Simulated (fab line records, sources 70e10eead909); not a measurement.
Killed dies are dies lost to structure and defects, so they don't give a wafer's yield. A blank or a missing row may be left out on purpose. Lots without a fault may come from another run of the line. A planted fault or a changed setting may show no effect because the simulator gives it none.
Which tool did it? | flow nand_harc | 6 lots, 18 wafers sampled, at 5 steps of a route of 1159

WHAT THE GAUGES READ, wafer by wafer
NHARC_END_SORT_01.
lot  | measured     | on        | killed_at_array
L806 | day 21 08:01 | prober-01 | 668 665 663
L808 | day 21 20:29 | prober-02 | 661 670 665

WHICH TOOL RAN EACH LOT (tool, then ch and the chambers of the sampled wafers, then the start)
lot  | NHARC_A_SLIT_DEP_00           | NHARC_THIN_TSV_STRIP_62              | NHARC_THIN_TSV_PRE_CLEAN_50             | NHARC_THIN_TSV_ANNEAL_52
L806 | acl_dep-02 ch 0, day 14 23:14 | -                                    | -                                       | -
L808 | acl_dep-02 ch 0, day 16 06:31 | -                                    | -                                       | -
L819 | acl_dep-01 ch 0, day 18 08:55 | plasma_asher-01 ch 0,1, day 23 14:06 | pvd_sputter-03, day 23 15:29 or earlier | rtp_anneal-01 ch 0, day 23 15:29
L821 | acl_dep-03 ch 0, day 18 18:31 | plasma_asher-01 ch 0,1, day 23 18:02 | pvd_sputter-01, day 23 19:25 or earlier | rtp_anneal-02 ch 0, day 23 19:25
L822 | acl_dep-01 ch 0, day 18 19:10 | plasma_asher-01 ch 0,1, day 23 12:44 | pvd_sputter-03, day 23 14:11 or earlier | rtp_anneal-01 ch 0, day 23 14:11
L824 | acl_dep-03 ch 0, day 20 02:20 | plasma_asher-02 ch 0,1, day 24 14:45 | pvd_sputter-02, day 24 16:06 or earlier | rtp_anneal-02 ch 0, day 24 16:06
- NHARC_A_SLIT_DEP_00: deposits aC, target thk 3200 nm.
- NHARC_THIN_TSV_STRIP_62: strips in N2/H2, time 20 s.
- NHARC_THIN_TSV_PRE_CLEAN_50: time 30 s.
- NHARC_THIN_TSV_ANNEAL_52: time 90 s.

THE ANSWER, worked out from the rows above alone
Rule: what is usual is taken from the lots themselves. Put in order of their means at a reading, lots are off if they are a third of the lots or fewer, leave a main group of 4 or more, and stand apart from it by a gap of 3 or more times the standard deviation of the main group's means; of several such gaps the widest counts. A main group whose means are all the same, to the digits that the tables above print for the reading, isn't used. A lot without any number at a reading at which 4 lots or more have one is off too. The other lots that the step has rows for count as sound.
No lot is off at any reading shown: from this, nothing can be told.

WHAT THE SIMULATOR HAD PUT IN
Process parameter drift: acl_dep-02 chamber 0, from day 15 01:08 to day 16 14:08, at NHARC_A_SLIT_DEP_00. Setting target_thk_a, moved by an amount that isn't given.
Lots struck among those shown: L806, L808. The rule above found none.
